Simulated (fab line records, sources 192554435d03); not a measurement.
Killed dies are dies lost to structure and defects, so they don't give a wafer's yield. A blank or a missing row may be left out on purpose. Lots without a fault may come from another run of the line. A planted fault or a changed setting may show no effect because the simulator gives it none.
Which tool did it? | flow n5_finfet | 24 lots, 72 wafers sampled, at 6 steps of a route of 1938

WHAT THE GAUGES READ, wafer by wafer
The record holds no reading of a measuring or inspecting step that can be judged against a usual standard deviation.

WHICH TOOL RAN EACH LOT (tool, then ch and the chambers of the sampled wafers, then the start)
lot  | N5_BEOL_M3_ALD_98                 | N5_BEOL_M3_SPUTTER_48        | N5_BEOL_M3_ANNEAL_49         | N5_BEOL_M3_ANNEAL_82         | N5_BEOL_M3_ANNEAL_87         | N5_BEOL_M3_PRE_CLEAN_60
L075 | ald_sin-02 ch 0,1,2, day 7 07:22  | pvd_sputter-02, day 7 15:45  | pvd_sputter-02, day 7 15:50  | pvd_sputter-02, day 7 16:16  | pvd_sputter-02, day 7 16:29  | cvd_co-01 ch 0,2, day 7 20:10
L076 | ald_sin-03 ch 2,3, day 7 16:35    | pvd_sputter-03, day 7 19:31  | pvd_sputter-03, day 7 19:36  | pvd_sputter-03, day 7 20:02  | pvd_sputter-03, day 7 20:16  | cvd_co-02 ch 0,1, day 7 22:07
L077 | ald_sin-02 ch 2,3, day 7 19:14    | pvd_sputter-03, day 7 21:46  | pvd_sputter-03, day 7 21:50  | pvd_sputter-03, day 7 22:17  | pvd_sputter-03, day 7 22:30  | cvd_co-02 ch 0,1, day 8 00:21
L074 | ald_sin-01 ch 0,1,2, day 8 04:07  | pvd_sputter-02, day 8 06:23  | pvd_sputter-02, day 8 06:28  | pvd_sputter-02, day 8 06:55  | pvd_sputter-02, day 8 07:08  | cvd_co-02 ch 0,1,2, day 8 08:59
L079 | ald_sin-01 ch 0,1, day 8 08:34    | pvd_sputter-02, day 8 11:31  | pvd_sputter-02, day 8 11:36  | pvd_sputter-02, day 8 12:02  | pvd_sputter-02, day 8 12:16  | cvd_co-01 ch 1,2, day 8 14:15
L078 | ald_sin-02 ch 0,3, day 8 08:43    | pvd_sputter-01, day 8 11:37  | pvd_sputter-01, day 8 11:42  | pvd_sputter-01, day 8 12:08  | pvd_sputter-01, day 8 12:22  | cvd_co-01 ch 0,1,2, day 8 14:23
L080 | ald_sin-01 ch 0,1, day 8 13:24    | pvd_sputter-01, day 8 15:35  | pvd_sputter-01, day 8 15:40  | pvd_sputter-01, day 8 16:06  | pvd_sputter-01, day 8 16:19  | cvd_co-01 ch 1,2, day 8 18:16
L081 | ald_sin-01 ch 1,2,3, day 8 19:26  | pvd_sputter-03, day 9 00:22  | pvd_sputter-03, day 9 00:26  | pvd_sputter-03, day 9 00:53  | pvd_sputter-03, day 9 01:06  | cvd_co-02 ch 0,2, day 9 03:25
L082 | ald_sin-02 ch 0,2,3, day 9 03:45  | pvd_sputter-02, day 9 07:50  | pvd_sputter-02, day 9 07:55  | pvd_sputter-02, day 9 08:22  | pvd_sputter-02, day 9 08:35  | cvd_co-02 ch 0,2, day 9 10:27
L083 | ald_sin-02 ch 1,2,3, day 9 13:13  | pvd_sputter-03, day 9 20:01  | pvd_sputter-03, day 9 20:05  | pvd_sputter-03, day 9 20:32  | pvd_sputter-03, day 9 20:45  | cvd_co-02 ch 0,1,2, day 9 22:39
L084 | ald_sin-03 ch 0,1,2, day 9 18:42  | pvd_sputter-01, day 10 02:28 | pvd_sputter-01, day 10 02:32 | pvd_sputter-01, day 10 02:59 | pvd_sputter-01, day 10 03:12 | cvd_co-02 ch 0,1, day 10 05:19
L085 | ald_sin-01 ch 0,1, day 10 00:02   | pvd_sputter-01, day 10 04:44 | pvd_sputter-01, day 10 04:49 | pvd_sputter-01, day 10 05:16 | pvd_sputter-01, day 10 05:29 | cvd_co-02 ch 0,2, day 10 07:20
L086 | ald_sin-02 ch 1,3, day 10 10:41   | pvd_sputter-03, day 10 14:20 | pvd_sputter-03, day 10 14:25 | pvd_sputter-03, day 10 14:51 | pvd_sputter-03, day 10 15:04 | cvd_co-02 ch 0,2, day 10 16:56
L087 | ald_sin-01 ch 2,3, day 10 13:29   | pvd_sputter-02, day 10 19:07 | pvd_sputter-02, day 10 19:12 | pvd_sputter-02, day 10 19:38 | pvd_sputter-02, day 10 19:52 | cvd_co-01 ch 0,1,2, day 10 21:49
L088 | ald_sin-02 ch 2,3, day 10 20:05   | pvd_sputter-02, day 10 22:23 | pvd_sputter-02, day 10 22:28 | pvd_sputter-02, day 10 22:54 | pvd_sputter-02, day 10 23:07 | cvd_co-02 ch 0,1,2, day 11 00:59
L089 | ald_sin-02 ch 0,1, day 11 03:13   | pvd_sputter-01, day 11 05:52 | pvd_sputter-01, day 11 05:57 | pvd_sputter-01, day 11 06:23 | pvd_sputter-01, day 11 06:37 | cvd_co-02 ch 0,1,2, day 11 08:28
L090 | ald_sin-03 ch 1,2, day 11 09:15   | pvd_sputter-02, day 11 14:43 | pvd_sputter-02, day 11 14:47 | pvd_sputter-02, day 11 15:14 | pvd_sputter-02, day 11 15:27 | cvd_co-02 ch 0,1, day 11 17:45
L091 | ald_sin-03 ch 1,2, day 11 10:15   | pvd_sputter-03, day 11 14:34 | pvd_sputter-03, day 11 14:38 | pvd_sputter-03, day 11 15:05 | pvd_sputter-03, day 11 15:18 | cvd_co-01 ch 0,1, day 11 17:08
L092 | ald_sin-03 ch 0,2, day 11 16:10   | pvd_sputter-03, day 11 22:32 | pvd_sputter-03, day 11 22:37 | pvd_sputter-03, day 11 23:04 | pvd_sputter-03, day 11 23:17 | cvd_co-01 ch 0,1, day 12 01:07
L093 | ald_sin-03 ch 2,3, day 11 22:47   | pvd_sputter-02, day 12 07:22 | pvd_sputter-02, day 12 07:27 | pvd_sputter-02, day 12 07:57 | pvd_sputter-02, day 12 08:12 | cvd_co-01 ch 1,2, day 12 10:11
L094 | ald_sin-01 ch 0,1, day 12 04:56   | pvd_sputter-03, day 12 07:23 | pvd_sputter-03, day 12 07:28 | pvd_sputter-03, day 12 07:54 | pvd_sputter-03, day 12 08:07 | cvd_co-01 ch 0,1,2, day 12 10:05
L095 | ald_sin-02 ch 0,1,2, day 12 17:59 | pvd_sputter-03, day 12 20:17 | pvd_sputter-03, day 12 20:22 | pvd_sputter-03, day 12 20:49 | pvd_sputter-03, day 12 21:02 | cvd_co-02 ch 0,1,2, day 12 22:53
L096 | ald_sin-02 ch 1,3, day 12 18:05   | pvd_sputter-01, day 12 23:01 | pvd_sputter-01, day 12 23:05 | pvd_sputter-01, day 12 23:32 | pvd_sputter-01, day 12 23:45 | cvd_co-02 ch 1,2, day 13 01:38
L097 | ald_sin-02 ch 0,1,3, day 12 23:47 | pvd_sputter-02, day 13 01:36 | pvd_sputter-02, day 13 01:41 | pvd_sputter-02, day 13 02:07 | pvd_sputter-02, day 13 02:20 | cvd_co-02 ch 0,1,2, day 13 04:11
- N5_BEOL_M3_ALD_98: deposits SiO2, target thk 2.5 nm, pulse time 1 s, co reactant pulse time 1 s.
- N5_BEOL_M3_SPUTTER_48: material Cu, target thk 4.5 nm, time 8.29 s.
- N5_BEOL_M3_ANNEAL_49: time 240 s.
- N5_BEOL_M3_ANNEAL_82: time 240 s.
- N5_BEOL_M3_ANNEAL_87: time 240 s.
- N5_BEOL_M3_PRE_CLEAN_60: time 15 s.

WHAT THE TOOLS THEMSELVES READ (means of the sampled wafers that have a number; where no wafer has one, the mark that the record gives instead)
N5_BEOL_M3_ALD_98.
lot  | tool       | heater_power_w (W) | precursor_pulse_height_rel
L075 | ald_sin-02 | 76                 | 0.993
L076 | ald_sin-03 | 88                 | 1.012
L077 | ald_sin-02 | 82                 | 1.000
L074 | ald_sin-01 | 79                 | 1.005
L079 | ald_sin-01 | 72                 | 0.992
L078 | ald_sin-02 | 77                 | 1.006
L080 | ald_sin-01 | 73                 | 1.003
L081 | ald_sin-01 | 87                 | 0.996
L082 | ald_sin-02 | 77                 | 0.994
L083 | ald_sin-02 | 80                 | 0.998
L084 | ald_sin-03 | 77                 | 1.006
L085 | ald_sin-01 | 73                 | 1.018
L086 | ald_sin-02 | 82                 | 1.018
L087 | ald_sin-01 | 85                 | 1.010
L088 | ald_sin-02 | 81                 | 0.992
L089 | ald_sin-02 | 78                 | 1.002
L090 | ald_sin-03 | 80                 | 1.003
L091 | ald_sin-03 | 74                 | 1.014
L092 | ald_sin-03 | 83                 | 1.012
L093 | ald_sin-03 | 86                 | 0.993
L094 | ald_sin-01 | 72                 | 1.022
L095 | ald_sin-02 | 76                 | 0.993
L096 | ald_sin-02 | 81                 | 0.986
L097 | ald_sin-02 | 79                 | 0.987

N5_BEOL_M3_SPUTTER_48.
lot  | tool           | throttle_valve_pct (%)
L075 | pvd_sputter-02 | 29.8
L076 | pvd_sputter-03 | 30.3
L077 | pvd_sputter-03 | 29.9
L074 | pvd_sputter-02 | 29.2
L079 | pvd_sputter-02 | 30.2
L078 | pvd_sputter-01 | 29.0
L080 | pvd_sputter-01 | 29.6
L081 | pvd_sputter-03 | 29.3
L082 | pvd_sputter-02 | 30.3
L083 | pvd_sputter-03 | 30.2
L084 | pvd_sputter-01 | 29.1
L085 | pvd_sputter-01 | 29.6
L086 | pvd_sputter-03 | 30.2
L087 | pvd_sputter-02 | 29.3
L088 | pvd_sputter-02 | 30.2
L089 | pvd_sputter-01 | 28.9
L090 | pvd_sputter-02 | 30.2
L091 | pvd_sputter-03 | 30.0
L092 | pvd_sputter-03 | 30.3
L093 | pvd_sputter-02 | 30.0
L094 | pvd_sputter-03 | 29.9
L095 | pvd_sputter-03 | 29.3
L096 | pvd_sputter-01 | 29.0
L097 | pvd_sputter-02 | 30.3

N5_BEOL_M3_ANNEAL_49.
lot  | tool           | heater_power_w (W)
L075 | pvd_sputter-02 | 794
L076 | pvd_sputter-03 | 853
L077 | pvd_sputter-03 | 849
L074 | pvd_sputter-02 | 818
L079 | pvd_sputter-02 | 774
L078 | pvd_sputter-01 | 738
L080 | pvd_sputter-01 | 848
L081 | pvd_sputter-03 | 728
L082 | pvd_sputter-02 | 784
L083 | pvd_sputter-03 | 855
L084 | pvd_sputter-01 | 851
L085 | pvd_sputter-01 | 856
L086 | pvd_sputter-03 | 840
L087 | pvd_sputter-02 | 818
L088 | pvd_sputter-02 | 822
L089 | pvd_sputter-01 | 804
L090 | pvd_sputter-02 | 891
L091 | pvd_sputter-03 | 840
L092 | pvd_sputter-03 | 854
L093 | pvd_sputter-02 | 820
L094 | pvd_sputter-03 | 808
L095 | pvd_sputter-03 | 723
L096 | pvd_sputter-01 | 876
L097 | pvd_sputter-02 | 845

N5_BEOL_M3_ANNEAL_82.
lot  | tool           | heater_power_w (W)
L075 | pvd_sputter-02 | 797
L076 | pvd_sputter-03 | 846
L077 | pvd_sputter-03 | 871
L074 | pvd_sputter-02 | 825
L079 | pvd_sputter-02 | 780
L078 | pvd_sputter-01 | 737
L080 | pvd_sputter-01 | 849
L081 | pvd_sputter-03 | 726
L082 | pvd_sputter-02 | 791
L083 | pvd_sputter-03 | 878
L084 | pvd_sputter-01 | 863
L085 | pvd_sputter-01 | 855
L086 | pvd_sputter-03 | 844
L087 | pvd_sputter-02 | 828
L088 | pvd_sputter-02 | 836
L089 | pvd_sputter-01 | 805
L090 | pvd_sputter-02 | 887
L091 | pvd_sputter-03 | 844
L092 | pvd_sputter-03 | 857
L093 | pvd_sputter-02 | 815
L094 | pvd_sputter-03 | 803
L095 | pvd_sputter-03 | 730
L096 | pvd_sputter-01 | 865
L097 | pvd_sputter-02 | 845

N5_BEOL_M3_ANNEAL_87.
lot  | tool           | heater_power_w (W)
L075 | pvd_sputter-02 | 798
L076 | pvd_sputter-03 | 845
L077 | pvd_sputter-03 | 871
L074 | pvd_sputter-02 | 829
L079 | pvd_sputter-02 | 789
L078 | pvd_sputter-01 | 731
L080 | pvd_sputter-01 | 845
L081 | pvd_sputter-03 | 724
L082 | pvd_sputter-02 | 780
L083 | pvd_sputter-03 | 860
L084 | pvd_sputter-01 | 843
L085 | pvd_sputter-01 | 849
L086 | pvd_sputter-03 | 837
L087 | pvd_sputter-02 | 826
L088 | pvd_sputter-02 | 842
L089 | pvd_sputter-01 | 803
L090 | pvd_sputter-02 | 912
L091 | pvd_sputter-03 | 845
L092 | pvd_sputter-03 | 865
L093 | pvd_sputter-02 | 812
L094 | pvd_sputter-03 | 803
L095 | pvd_sputter-03 | 730
L096 | pvd_sputter-01 | 879
L097 | pvd_sputter-02 | 840

N5_BEOL_M3_PRE_CLEAN_60.
lot  | tool      | heater_power_w (W)
L075 | cvd_co-01 | 92
L076 | cvd_co-02 | 83
L077 | cvd_co-02 | 84
L074 | cvd_co-02 | 78
L079 | cvd_co-01 | 88
L078 | cvd_co-01 | 91
L080 | cvd_co-01 | 89
L081 | cvd_co-02 | 81
L082 | cvd_co-02 | 81
L083 | cvd_co-02 | 78
L084 | cvd_co-02 | 83
L085 | cvd_co-02 | 81
L086 | cvd_co-02 | 81
L087 | cvd_co-01 | 90
L088 | cvd_co-02 | 78
L089 | cvd_co-02 | 80
L090 | cvd_co-02 | 84
L091 | cvd_co-01 | 92
L092 | cvd_co-01 | 89
L093 | cvd_co-01 | 88
L094 | cvd_co-01 | 90
L095 | cvd_co-02 | 80
L096 | cvd_co-02 | 80
L097 | cvd_co-02 | 80

THE ANSWER, worked out from the rows above alone
Rule: what is usual is taken from the lots themselves. Put in order of their means at a reading, lots are off if they are a third of the lots or fewer, leave a main group of 4 or more, and stand apart from it by a gap of 3 or more times the standard deviation of the main group's means; of several such gaps the widest counts. A main group whose means are all the same, to the digits that the tables above print for the reading, isn't used. A lot without any number at a reading at which 4 lots or more have one is off too. The other lots that the step has rows for count as sound. The gauges are gone through in route order, then the tools' own readings, and for those a lot's mean is taken as printed above. The first step at which some lot is off is used, and at that step the reading that is off furthest; a lot without a number counts as furthest.
No lot is off at any reading shown: from this, nothing can be told.

WHAT THE SIMULATOR HAD PUT IN
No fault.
